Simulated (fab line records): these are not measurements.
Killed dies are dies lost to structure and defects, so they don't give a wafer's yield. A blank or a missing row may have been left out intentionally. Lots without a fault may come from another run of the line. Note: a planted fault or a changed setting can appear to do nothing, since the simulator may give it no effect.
fab line records + flow n5-finfet
record:
- lots: 4
- wafers: 12
- last-day: 19
route steps=1938 shown BEOL_M0_SAQP@692 BEOL_M0_CUTY@701 BEOL_M4@1111
lots untouched by any fault: they come from a run of this same line in which no faults occurred
start-h: start of the lot's first displayed wafer, in hours after the record's first day + wait-h: how many hours have passed since the lot's step before this one + " repeats the value in the row above + L1.1+2: a single row standing in for several wafers + - no value, or no start was given + * or withheld: withheld + < > ~ a bound
route shown NAME@n: a module of which the file shows steps, and the number in the route of the first + usual: mean and standard deviation over wafers with no fault + same: alike in all rows + chamber/n: place in a boat + sites: each site's reading + _std_site: the values' standard deviation + _edge_site: the outer-site mean with the inner-site mean subtracted + radius-mm: for every site, how far away it sits from the centre of the wafer + mask NAME#n: copy n + behind: tool/chamber where the wafer was last shaped + hold: cause of the lot's hold/its duration in hours/its outcome + device: the n, p or np transistor that did not switch + end of line: the route-end tests of the same wafers + a step given without rows: its recipe and nothing more + killed: at the first sort, the dies lost to defects and structure; wafer yield is something else + map: dies across one wafer; x = killed, . = not, _ = none there
set.NAME: the setting that was run; set.NAME@STEP: the one run at that earlier step + model.NAME: the simulator's own value behind a step, which no gauge read
certain route steps with their lots: each step a table, each wafer a row
services: when a tool's chamber went out of use (start-h, in hours from the record's first day, below 0 if earlier), for how many hours, and the reason
== steps ==
step: N5_BEOL_M0_SAQP_DESCUM_45
recipe:
- chemistry: O2
- time-s: 7
- source-power-w: 50
- bias-power-w: 20
- pressure-mtorr: 20
- rf-frequency-hz: 2.712e+07
- temp-c: 40
- resist: CAR-EUV
- o2-flow-sccm: 225
step: N5_BEOL_M0_SAQP_ETCH_88
recipe:
- chemistry: N2/H2
- target: underlayer
- target-depth-a: 65
- time-s: 5.2
- ion-energy-ev: 200
- mask-material: CAR-EUV
- pressure-mtorr: 30
- source-w: 840
- bias-w: 150
- n2-flow-sccm: 200
- h2-flow-sccm: 200
- ends: cleared
step: N5_BEOL_M0_SAQP_ETCH_73
recipe:
- chemistry: CF4
- target: SiARC
- target-depth-a: 195
- mask-material: CAR-EUV
- time-s: 32.5
- ion-energy-ev: 80
- pressure-mtorr: 40
- source-w: 545
- bias-w: 36
- Ar_flow_sccm: 100
- cf4-flow-sccm: 100
- ends: cleared
step: N5_BEOL_M0_SAQP_CUT_ETCH_46
recipe:
- chemistry: N2/H2
- target: SOC
- target-depth-a: 1350
- overetch-a: 270
- temp-c: 40
- time-s: 202.5
- ion-energy-ev: 200
- mask-material: SiARC
- pressure-mtorr: 30
- source-w: 840
- bias-w: 150
- n2-flow-sccm: 200
- h2-flow-sccm: 200
step: N5_BEOL_M0_SAQP_STRIP_74
recipe:
- chemistry: N2/H2
- temp-c: 40
- n2-flow-sccm: 200
- h2-flow-sccm: 200
- rf-frequency-hz: 6e+07
step: N5_BEOL_M0_SAQP_STRIP_89
recipe:
- chemistry: N2/H2
- temp-c: 40
- n2-flow-sccm: 200
- h2-flow-sccm: 200
- rf-frequency-hz: 6e+07
step: N5_BEOL_M0_SAQP_ALD_48
recipe:
- material: SiO2
- target-thk-a: 200
- temp-c: 100
- ald-precursor-family: BDEAS
- ald-co-reactant: O2-plasma
- pulse-time-s: 1
- co-reactant-pulse-time-s: 1
- purge-time-s: 2
- co-reactant-purge-time-s: 2
- ald-cycles: 139
- pressure-torr: 2
step: N5_BEOL_M0_SAQP_ETCH_49
recipe:
- chemistry: CF4/O2
- target-depth-a: 370
- target: SiO2
- pressure-mtorr: 40
- source-w: 535
- bias-w: 49
- Ar_flow_sccm: 100
- cf4-flow-sccm: 100
- O2_flow_sccm: 10
- ion-energy-ev: 100
step: N5_BEOL_M0_SAQP_STRIP_75
recipe:
- chemistry: CF4
- resist: SiARC
- power-w: 300
- bias-power-w: 75
- pressure-mtorr: 50
- cf4-flow-sccm: 150
- rf-frequency-hz: 6e+07
step: N5_BEOL_M0_CUTY_COAT_50
recipe:
- resist: SiARC
- temp-c: 220
- time-s: 60
- spin-rpm: 1500
- resist-thk-nm: 15
step: N5_BEOL_M0_CUTY_COAT_51
recipe:
- resist: CAR-ArF-block
- spin-rpm: 1500
- resist-thk-nm: 150
usual:
- spin-speed-rpm: 1500.1/0.82
| lot.wafer | tool           | chamber | start-h | wait-h | spin-speed-rpm | model.CAR-ArF-block_of_BEOL_M0_CUTY_COAT_51.thk-nm |
|-----------|----------------|---------|---------|--------|----------------|----------------------------------------------------|
| L567.1    | litho-track-04 | 0       | 138.60  | -      | 1499.1         | 149.4                                              |
| L567.2    | "              | 0       | "       | "      | 1500.4         | 150                                                |
| L567.3    | "              | 0       | "       | "      | 1499.2         | 149.8                                              |
| L581.1    | litho-track-04 | 0       | 224.21  | -      | 1436.7         | 153                                                |
| L581.3    | "              | 0       | "       | "      | 1436.0         | 152.8                                              |
| L581.5    | "              | 0       | "       | "      | 1437.9         | 153.2                                              |
| L582.2    | litho-track-04 | 0       | 229.58  | -      | 1437.0         | 153.6                                              |
| L582.3    | "              | 0       | "       | "      | 1438.7         | 153.8                                              |
| L582.4    | "              | 0       | "       | "      | 1437.1         | 153.8                                              |
| L586.1    | litho-track-01 | 0       | 253.59  | -      | 1498.8         | 150                                                |
| L586.2    | "              | 0       | "       | "      | 1499.3         | 150.2                                              |
| L586.6    | "              | 0       | "       | "      | 1497.7         | 150.2                                              |
step: N5_BEOL_M0_CUTY_EBR_52
recipe:
- solvent: PGMEA
- ebr-width-mm: 1.5
step: N5_BEOL_M0_CUTY_SOFTBAKE_53
recipe:
- temp-c: 110
- time-s: 60
- resist: CAR-ArF-block
step: N5_BEOL_M0_CUTY_EXPOSE_54
recipe:
- mask-id: M0_ABLK
- na: 1.35
- source-shape: conventional
- sigma-outer: 0.8
- polarization: unpolarized
- dose-mj: 36
step: N5_BEOL_M0_CUTY_PEB_55
recipe:
- peb-temp-c: 110
- peb-time-s: 60
- resist: CAR-ArF-block
step: N5_BEOL_M0_CUTY_DEVELOP_56
recipe:
- develop-time-s: 30
- developer: TMAH
- resist: CAR-ArF-block
- rinse-liquid: diw
- dry: air-spin
- dev-temp-c: 23
step: N5_BEOL_M0_CUTY_DESCUM_61
recipe:
- chemistry: O2
- time-s: 7.9
- source-power-w: 50
- bias-power-w: 20
- pressure-mtorr: 20
- rf-frequency-hz: 2.712e+07
- temp-c: 40
- resist: CAR-ArF-block
- o2-flow-sccm: 225
step: N5_BEOL_M0_CUTY_ETCH_62
recipe:
- chemistry: CF4
- target: SiARC
- mask-material: CAR-ArF-block
- time-s: 58.5
- ion-energy-ev: 80
- pressure-mtorr: 40
- source-w: 545
- bias-w: 36
- Ar_flow_sccm: 100
- cf4-flow-sccm: 100
- ends: cleared
usual:
- drypump-motor-current-A: 5.6/0.53
- etch-rf-on-time-s: 59.2/1.7
- mfc-ar-sccm: 100.0/0.3
- oes-product-au: 0.66/0.064
- rf-vpp-V: 184.1/1.1
- showerhead-plenum-p-Torr: 2.15/0.048
- throttle-valve-pct: 15.6/0.31
| lot.wafer | tool        | chamber | start-h | wait-h | drypump-motor-current-A | etch-rf-on-time-s | mfc-ar-sccm | oes-product-au | rf-hours-counter-h | rf-vpp-V | showerhead-plenum-p-Torr | throttle-valve-pct | model.CAR-ArF-block_of_BEOL_M0_CUTY_COAT_51.thk-nm |
|-----------|-------------|---------|---------|--------|-------------------------|-------------------|-------------|----------------|--------------------|----------|--------------------------|--------------------|----------------------------------------------------|
| L567.1    | rie-diel-02 | 1       | 139.39  | 0.0    | 5.7                     | 58.6              | 100.0       | 0.66           | 121                | 182.1    | 2.14                     | 15.8               | 117.8                                              |
| L567.2    | "           | 0       | "       | "      | 6.1                     | 60.8              | 100.0       | 0.60           | 205                | 186.1    | 2.20                     | 16.0               | 118.6                                              |
| L567.3    | "           | 2       | "       | "      | 5.1                     | 57.2              | 99.8        | 0.63           | 181                | 184.8    | 2.21                     | 15.7               | 118.2                                              |
| L581.1    | rie-diel-05 | 3       | 224.56  | 0.0    | 5.6                     | 58.6              | 100.2       | 0.59           | 248                | 183.5    | 2.19                     | 15.8               | 121.4                                              |
| L581.3    | "           | 2       | "       | "      | 5.9                     | 60.4              | 99.6        | 0.70           | 74                 | 182.1    | 2.09                     | 15.4               | 121.2                                              |
| L581.5    | "           | 2       | "       | "      | 5.9                     | 59.9              | 100.1       | 0.70           | -                  | 183.7    | 2.09                     | 15.4               | 121.6                                              |
| L582.2    | rie-diel-06 | 0       | 230.05  | 0.0    | 5.3                     | 59.9              | 100.5       | 0.62           | 191                | 184.7    | 2.21                     | 15.9               | 122                                                |
| L582.3    | "           | 3       | "       | "      | 4.8                     | 60.6              | 99.7        | 0.73           | 49                 | 183.6    | 2.09                     | 15.1               | 122.2                                              |
| L582.4    | "           | 2       | "       | "      | 5.4                     | 56.6              | 100.0       | 0.79           | 18                 | 183.6    | 2.16                     | 15.4               | 122.2                                              |
| L586.1    | rie-diel-06 | 0       | 253.96  | 0.0    | 5.3                     | 59.9              | 99.7        | 0.62           | 201                | 184.8    | 2.21                     | 15.9               | 118.4                                              |
| L586.2    | "           | 3       | "       | "      | 4.8                     | 59.9              | 100.1       | 0.72           | 59                 | 183.6    | 2.09                     | 15.1               | 118.6                                              |
| L586.6    | "           | 3       | "       | "      | 4.8                     | 60.3              | 99.7        | 0.71           | -                  | 183.4    | 2.09                     | 15.1               | 118.6                                              |
step: N5_BEOL_M0_CUTY_ETCH_63
recipe:
- chemistry: N2/H2
- target: SOC
- target-depth-a: 827
- overetch-a: 165
- mask-material: SiARC
- temp-c: 40
- ion-energy-ev: 200
- time-s: 124
- pressure-mtorr: 30
- source-w: 840
- bias-w: 150
- n2-flow-sccm: 200
- h2-flow-sccm: 200
step: N5_BEOL_M4_RC_MEAS_101
usual:
- DIBL_N: 36.5/2.2
- DIBL_P: 36.9/2.9
- IOFF_N: 0.17/0.044
- IOFF_P: 0.22/0.052
- ION_N: 671/16
- ION_P: 461/10
- SS_N: 71.6/0.73
- SS_P: 73.5/0.79
- VT_N: 250/4.1
- VT_P: -250/4.1
| lot.wafer | tool      | chamber | start-h | wait-h | DIBL_N[mV/V] | DIBL_P[mV/V] | IOFF_N[nA/um] | IOFF_P[nA/um] | ION_N[uA/um] | ION_P[uA/um] | SS_N[mV/dec] | SS_P[mV/dec] | VT_N[mV] | VT_P[mV] |
|-----------|-----------|---------|---------|--------|--------------|--------------|---------------|---------------|--------------|--------------|--------------|--------------|----------|----------|
| L567.1    | prober-02 | 0       | 209.09  | 0.0    | 38.2         | 39.6         | 0.18          | 0.26          | 680          | 466          | 72.3         | 73.7         | 249      | -248     |
| L567.2    | "         | 0       | "       | "      | 34.1         | 35.2         | 0.11          | 0.19          | 649          | 460          | 71.7         | 72.8         | 255      | -250     |
| L567.3    | "         | 0       | "       | "      | 31.5         | 31.4         | 0.08          | 0.13          | 641          | 446          | 70.0         | 71.7         | 259      | -254     |
| L582.2    | prober-02 | 0       | 297.00  | 0.2    | 36.8         | 38.2         | 0.19          | 0.23          | 680          | 465          | 71.8         | 73.5         | 244      | -248     |
| L582.3    | "         | 0       | "       | "      | 37.6         | 38.7         | 0.19          | 0.23          | 680          | 464          | 71.8         | 73.1         | 246      | -248     |
| L582.4    | "         | 0       | "       | "      | 39.2         | 41.0         | 0.22          | 0.26          | 667          | 454          | 71.8         | 74.0         | 247      | -247     |
| L581.1    | prober-01 | 0       | 297.06  | 0.0    | 37.6         | 37.8         | 0.17          | 0.20          | 676          | 458          | 72.3         | 73.3         | 249      | -253     |
| L581.3    | "         | 0       | "       | "      | 37.8         | 39.2         | 0.18          | 0.23          | 687          | 466          | 72.4         | 73.8         | 248      | -250     |
| L581.5    | "         | 0       | "       | "      | 37.9         | 39.6         | 0.18          | 0.24          | 679          | 473          | 71.4         | 74.0         | 246      | -248     |
| L586.1    | prober-01 | 0       | 340.34  | 0.0    | 39.0         | 41.7         | 0.23          | 0.29          | 690          | 480          | 73.1         | 74.8         | 244      | -245     |
| L586.2    | "         | 0       | "       | "      | 36.1         | 36.9         | 0.15          | 0.20          | 665          | 458          | 72.1         | 73.8         | 252      | -250     |
| L586.6    | "         | 0       | "       | "      | 36.4         | 37.6         | 0.15          | 0.21          | 662          | 450          | 71.4         | 73.3         | 248      | -250     |
== services ==
| tool        | chamber | start-h | hours | kind                          |
|-------------|---------|---------|-------|-------------------------------|
| rie-diel-05 | 1       | 121.32  | 1.8   | repair                        |
| rie-diel-06 | 2       | 144.60  | -     | clean                         |
| rie-diel-06 | 2       | 144.60  | -     | consumable-replace:focus-ring |
| rie-diel-06 | 2       | 144.60  | 14.3  | scheduled-down                |
| rie-diel-06 | 2       | 144.60  | 14.3  | vent-cycle                    |
| rie-diel-06 | 1       | 173.12  | 2.4   | repair                        |
| rie-diel-06 | 0       | 174.16  | 8.3   | repair                        |
| rie-diel-02 | 3       | 177.94  | -     | clean                         |
| rie-diel-02 | 3       | 177.94  | -     | consumable-replace:focus-ring |
| rie-diel-02 | 3       | 177.94  | 17.6  | scheduled-down                |
| rie-diel-02 | 3       | 177.94  | 17.6  | vent-cycle                    |
| rie-diel-05 | 3       | 211.18  | 8.2   | repair                        |
| rie-diel-05 | 3       | 228.10  | -     | clean                         |
| rie-diel-05 | 3       | 228.10  | -     | consumable-replace:esc        |
| rie-diel-05 | 3       | 228.10  | -     | consumable-replace:focus-ring |
| rie-diel-05 | 3       | 228.10  | 26.0  | scheduled-down                |
| rie-diel-05 | 3       | 228.10  | 26.0  | vent-cycle                    |
| rie-diel-05 | 1       | 231.51  | 7.3   | repair                        |
== key ==
first-sign:
- step: N5_BEOL_M0_CUTY_COAT_51
- reading: spin-speed-rpm
- direction: down
- sigmas: 76
- usual: *
- struck: *
effect none on later readings
model-effect:
- step: N5_BEOL_M0_CUTY_COAT_51
- value: CAR-ArF-block_of_BEOL_M0_CUTY_COAT_51.thk-nm
- without: 150.2
- struck: 153.4
model-effect:
- step: N5_BEOL_M0_CUTY_ETCH_62
- value: CAR-ArF-block_of_BEOL_M0_CUTY_COAT_51.thk-nm
- without: 118.5
- struck: 121.8
met-at N5_BEOL_M0_CUTY_COAT_51
struck-wafers L581.1,L581.3,L581.5,L582.2,L582.3,L582.4
baseline-loss:
- step: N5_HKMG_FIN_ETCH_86
- wafers: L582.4
onset-between 138.60 224.21
fault:
- kind: process-parameter-drift
- tool: litho-track-04
- chamber: -
- onset-h: 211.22
- steps: N5_BEOL_M0_CUTY_COAT_51
- channel: spin-rpm
- offset: *
- shape: step
- end-h: 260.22
- acts-in: *
- stated: *
baseline-loss: these wafers lose ten dies or more at that step, a loss of the line's own and not of a fault; the sort's usual values leave them out
